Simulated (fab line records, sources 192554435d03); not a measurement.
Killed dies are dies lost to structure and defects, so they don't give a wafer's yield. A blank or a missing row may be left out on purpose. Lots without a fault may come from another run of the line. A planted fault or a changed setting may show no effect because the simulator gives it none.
Split-lot experiment | flow n5_finfet | 7 lots, 21 wafers read, on a route of 1938 steps

THE SPLIT
At N5_FIN_CUT_COAT_19 (time 60 s, resist thk 20 nm), the setting spin_rpm was moved away from the recipe's 1500 rpm on 11 of the 21 wafers read, by -8.1% to +6.0%. The other wafers ran this setting at the recipe's value.

FROM THE SPLIT TO THE READING: what the file shows between them, 5 steps
- N5_FIN_CUT_COAT_29: time 60 s, resist thk 10 nm
- N5_FIN_CUT_COAT_02: resist thk 30 nm
- N5_FIN_CUT_DESCUM_13: chemistry O2, time 7 s
- N5_FIN_CUT_ETCH_30: etches underlayer in N2/H2, target depth 13 nm, time 10.4 s
- N5_FIN_CUT_ETCH_20: etches SiARC in CF4, target depth 26 nm, time 43.3 s

THE READING
SiARC_of_FIN_CUT_COAT_19.thk_nm (the simulator's own value, which no gauge read), in nm, at N5_FIN_CUT_ETCH_21 (etches SOC in N2/H2, target depth 219 nm, overetch 43.8 nm, time 523.5 s). The file gives no usual value for it. The 10 wafers here that ran the recipe average 11.7 nm, standard deviation 0.2 nm.

wafer  | tool, chamber at the split | spin_rpm as run, rpm | against the recipe | SiARC_of_FIN_CUT_COAT_19.thk_nm, nm | against lot-mates on the recipe
L076.2 | litho_track-01, 0          | 1500                 | recipe             | 11.8                                | -
L076.4 | litho_track-01, 0          | 1379                 | -8.1%              | 12.8                                | +1.0
L076.6 | litho_track-01, 0          | 1379                 | -8.1%              | 12.6                                | +0.8
L077.2 | litho_track-02, 0          | 1397                 | -6.9%              | 12.4                                | +1.0
L077.3 | litho_track-02, 0          | 1397                 | -6.9%              | 12.2                                | +0.8
L077.5 | litho_track-02, 0          | 1500                 | recipe             | 11.4                                | -
L078.1 | litho_track-04, 0          | 1549                 | +3.3%              | 11.6                                | -0.2
L078.3 | litho_track-04, 0          | 1500                 | recipe             | 11.8                                | -
L078.5 | litho_track-04, 0          | 1549                 | +3.3%              | 11.6                                | -0.2
L079.3 | litho_track-01, 0          | 1500                 | recipe             | 11.6                                | -
L079.4 | litho_track-01, 0          | 1500                 | recipe             | 11.8                                | -
L079.6 | litho_track-01, 0          | 1500                 | recipe             | 11.8                                | -
L083.2 | litho_track-04, 0          | 1500                 | recipe             | 12                                  | -
L083.3 | litho_track-04, 0          | 1590                 | +6.0%              | 11.4                                | -0.6
L083.6 | litho_track-04, 0          | 1590                 | +6.0%              | 11.4                                | -0.6
L093.2 | litho_track-04, 0          | 1500                 | recipe             | 12                                  | -
L093.4 | litho_track-04, 0          | 1547                 | +3.1%              | 11.6                                | -0.4
L093.6 | litho_track-04, 0          | 1547                 | +3.1%              | 11.6                                | -0.4
L096.2 | litho_track-04, 0          | 1439                 | -4.1%              | 12                                  | +0.5
L096.3 | litho_track-04, 0          | 1500                 | recipe             | 11.4                                | -
L096.6 | litho_track-04, 0          | 1500                 | recipe             | 11.6                                | -

THE FIT
A straight line over all 21 wafers: SiARC_of_FIN_CUT_COAT_19.thk_nm changes by -0.0837 nm for each +1% of spin_rpm; r = -0.88; the points scatter about the line by 0.19 nm.
The same after taking each lot's own level away (the mean of its wafers on the recipe; 21 wafers): -0.112 nm for each +1%; r = -0.98; scatter 0.095 nm.
On that fit, the largest move of spin_rpm shifts the reading by 0.9 nm.
The lots' own levels span 11.40 to 12.00 nm, that is 2.9 times the standard deviation above.
So the lot-to-lot level changes the slope: the two fits differ.
Check: with one of the wafers moved furthest among these (-8.1%) left out of the fit, the line predicts +0.918 nm for it against its lot-mates. It came out at +1 nm against them.

THE WHOLE CHAIN: every reading that the file lists as answering this split, in the file's order
step               | what it does                                                             | reading                                                                          | change (the file's fit)               | r (the file's)
N5_FIN_CUT_COAT_19 | time 60 s, resist thk 20 nm                                              | SiARC_of_FIN_CUT_COAT_19.thk_nm (the simulator's own value, which no gauge read) | -0.121 nm for each +1% of the setting | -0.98
N5_FIN_CUT_ETCH_20 | etches SiARC in CF4, target depth 26 nm, time 43.3 s                     | etch.depth_nm (the simulator's own value, which no gauge read)                   | -0.11 nm for each +1% of the setting  | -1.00
N5_FIN_CUT_ETCH_21 | etches SOC in N2/H2, target depth 219 nm, overetch 43.8 nm, time 523.5 s | SiARC_of_FIN_CUT_COAT_19.thk_nm (the simulator's own value, which no gauge read) | -0.113 nm for each +1% of the setting | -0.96

THE FILE'S OWN FIT
SiARC_of_FIN_CUT_COAT_19.thk_nm changes by -0.113 nm for each +1% of spin_rpm, r = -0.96.
